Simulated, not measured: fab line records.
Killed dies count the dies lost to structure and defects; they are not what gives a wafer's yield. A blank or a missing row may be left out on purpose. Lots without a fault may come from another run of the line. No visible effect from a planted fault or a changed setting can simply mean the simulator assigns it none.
Comparing a struck lot with a sound one || flow nand-harc || 14 out of 1159 route steps
Sound: these wafers, L117.1, L117.3, L117.6. Wafers L128.1, L128.3, L128.4 were the ones struck. The cause is given at the end.
For every step that has rows: the tool of each side, followed by ch and its chambers, followed by its first start. Under that, the readings that differ: sound wafers || struck wafers || difference of the means || sigmas: that difference in standard deviations of wafers without a fault.
alike: readings with means less than 2 such deviations apart, plus words and numbers identical on both sides. not compared: withheld readings, readings lacking a value on some wafer, bounds such as >300 that could conceal the same value, and numbers that have no deviation in the record and whose values overlap.
The two part at a step that has a row with sigmas, a row that says differs or no value, or rows on one side only. Numbers that don't overlap but have no deviation are shown without sigmas and don't part them. Lack of a reading on every wafer of one side parts them only where that side has two or more wafers.

NHARC_P_M0_CMP_23: polishes, t overpolish 20 s, target thk 117.53 nm.
  sound on cmp-04 ch 2,3, day 7 10:56; struck on cmp-02 ch 0,2,3, day 10 05:34
  alike: motor-current-A, slurry-filter-dp-kPa, time-to-endpoint-s
NHARC_P_M0_THK_MEAS_24: measures by xrf.
  struck on film-metro-02, day 10 05:53; sound on film-metro-01, day 7 11:15
  alike: thk-nm
after that, 1 step had no rows for these wafers: NHARC_P_M0_SRD_25.
NHARC_P_M0_INSPECT_27:
  struck on defect-inspect-01, day 10 06:02; sound on defect-inspect-01, day 7 11:25
  alike: raw-defect-count
NHARC_P_M0_PRE_CLEAN_31: time 12 s.
  sound on pecvd-01 ch 1,2, day 7 11:29; struck on pecvd-01 ch 0,1,2, day 10 06:07
  alike: heater-power-outer-w, heater-power-w
NHARC_P_M0_DEP_32: deposits SiCN, target thk 30 nm.
  sound on pecvd-01 ch 1,2, day 7 11:34; struck on pecvd-01 ch 0,1,2, day 10 06:11
  alike: heater-power-outer-w, heater-power-w
then, 5 steps without rows for these wafers: NHARC_P_M1_DEP_00 (deposits SiOC, target thk 182.5 nm); NHARC_P_M1_DEHYDRATE_01 (time 120 s); NHARC_P_M1_HMDS_02 (time 30 s); NHARC_P_M1_COAT_34 (time 65 s); NHARC_P_M1_COAT_03 (resist thk 90 nm).
NHARC_P_M1_SOFTBAKE_04: time 55 s.
  sound on litho-track-04 ch 0, day 7 12:00; struck on litho-track-04 ch 0, day 10 06:00
{"reading": "heater-power-total-W (W)", "sound": "188.50 188.51 188.41", "struck": "201.16 201.23 201.10", "difference": "+12.69", "sigmas": "+85"}
{"reading": "plate-temp-C (C)", "sound": "104.91 104.96 104.81", "struck": "110.14 110.04 110.04", "difference": "+5.18", "sigmas": "+35"}
  alike: exhaust-pa
after that, 1 step had no rows for these wafers: NHARC_P_M1_EBR_05.
-- the record jumps here: 13 days lie between the struck wafers' starts before and after (it left off in module P_M1 and takes up again in module END, whose first step shown is number 1159 of the route) --
NHARC_END_SORT_01:
  sound on prober-02 ch 0, day 21 16:55; struck on prober-01 ch 0, day 23 12:00
  alike: defect-limited-yield, killed-at-array, killed-at-other, killed-at-periphery, killed-dies, killed-open, killed-short, sort_bin_2_pct, sort_bin_3_pct, sort_bin_4_pct, sort-n-pass, sort-rim-yield-pct, sort-yield-pct

WHERE THEY PART
NHARC_P_M1_SOFTBAKE_04 only, going by this record. Later steps at which nothing parts them and some readings are alike: NHARC_END_SORT_01.

WHY: what the simulator had put in
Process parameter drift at NHARC_P_M1_SOFTBAKE_04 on litho-track-04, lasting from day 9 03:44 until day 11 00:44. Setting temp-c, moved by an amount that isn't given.
